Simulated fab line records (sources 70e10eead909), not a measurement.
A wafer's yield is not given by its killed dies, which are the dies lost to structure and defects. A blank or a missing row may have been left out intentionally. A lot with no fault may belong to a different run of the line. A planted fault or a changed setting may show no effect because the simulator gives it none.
Which tool was responsible? / flow nand-harc / 12 lots, 36 wafers sampled, at 2 steps of a route of 1302

== WHAT THE GAUGES READ, wafer by wafer ==
NHARC_P_BONDPAD_OVL_MEAS_38.
lot=L075; measured=day 6 22:00; on=overlay-02; overlay-x-nm (nm)=-6 -6 -6
lot=L077; measured=day 7 15:55; on=overlay-02; overlay-x-nm (nm)=6 6 6
lot=L079; measured=day 8 13:26; on=overlay-02; overlay-x-nm (nm)=0 0 0
lot=L081; measured=day 9 13:28; on=overlay-01; overlay-x-nm (nm)=-1 -2 -2
lot=L083; measured=day 10 11:40; on=overlay-02; overlay-x-nm (nm)=-3 -4 -3
lot=L085; measured=day 11 05:24; on=overlay-02; overlay-x-nm (nm)=-7 -8 -7
lot=L087; measured=day 11 21:20; on=overlay-02; overlay-x-nm (nm)=-6 -6 -6
lot=L089; measured=day 13 00:44; on=overlay-01; overlay-x-nm (nm)=6 5 5
lot=L091; measured=day 13 12:07; on=overlay-01; overlay-x-nm (nm)=0 1 0
lot=L093; measured=day 14 18:24; on=overlay-02; overlay-x-nm (nm)=3 3 3
lot=L095; measured=day 15 12:02; on=overlay-02; overlay-x-nm (nm)=1 1 1
lot=L097; measured=day 15 23:33; on=overlay-01; overlay-x-nm (nm)=0 0 -1

== WHAT TOOL EACH LOT RAN ON (gives the tool, then ch and the chambers of the sampled wafers, and finally the start) ==
lot=L075; NHARC_P_BONDPAD_CMP_32=cmp-01 ch 2,3, day 6 21:07
lot=L077; NHARC_P_BONDPAD_CMP_32=cmp-04 ch 0,1, day 7 15:01
lot=L079; NHARC_P_BONDPAD_CMP_32=cmp-03 ch 1,2, day 8 12:31
lot=L081; NHARC_P_BONDPAD_CMP_32=cmp-01 ch 0,2,3, day 9 12:33
lot=L083; NHARC_P_BONDPAD_CMP_32=cmp-04 ch 1,2, day 10 10:55
lot=L085; NHARC_P_BONDPAD_CMP_32=cmp-04 ch 0,2,3, day 11 04:37
lot=L087; NHARC_P_BONDPAD_CMP_32=cmp-01 ch 1,2, day 11 20:26
lot=L089; NHARC_P_BONDPAD_CMP_32=cmp-04 ch 1,2, day 12 23:50
lot=L091; NHARC_P_BONDPAD_CMP_32=cmp-04 ch 0,2,3, day 13 11:12
lot=L093; NHARC_P_BONDPAD_CMP_32=cmp-01 ch 0,2,3, day 14 17:40
lot=L095; NHARC_P_BONDPAD_CMP_32=cmp-03 ch 0,3, day 15 11:09
lot=L097; NHARC_P_BONDPAD_CMP_32=cmp-04 ch 0,2, day 15 22:38
- NHARC_P_BONDPAD_CMP_32: polishes SiCN, target thk 200 nm.

== THE ANSWER, worked out from the rows above alone ==
Rule: the usual values come from the lots themselves. Put in order of their means at a reading, lots are off if they are a third of the lots or fewer, leave a main group of 4 or more, and stand apart from it by a gap of 3 or more times the standard deviation of the main group's means; of several such gaps the widest counts. A main group whose means are all the same, to the digits that the tables above print for the reading, isn't used. A lot without any number at a reading at which 4 lots or more have one is off too. Where the step has rows for the other lots, those lots are counted as sound.
No lot is off on any of the readings shown, so nothing can be concluded from this.

== WHAT HAD BEEN PUT IN BY THE SIMULATOR ==
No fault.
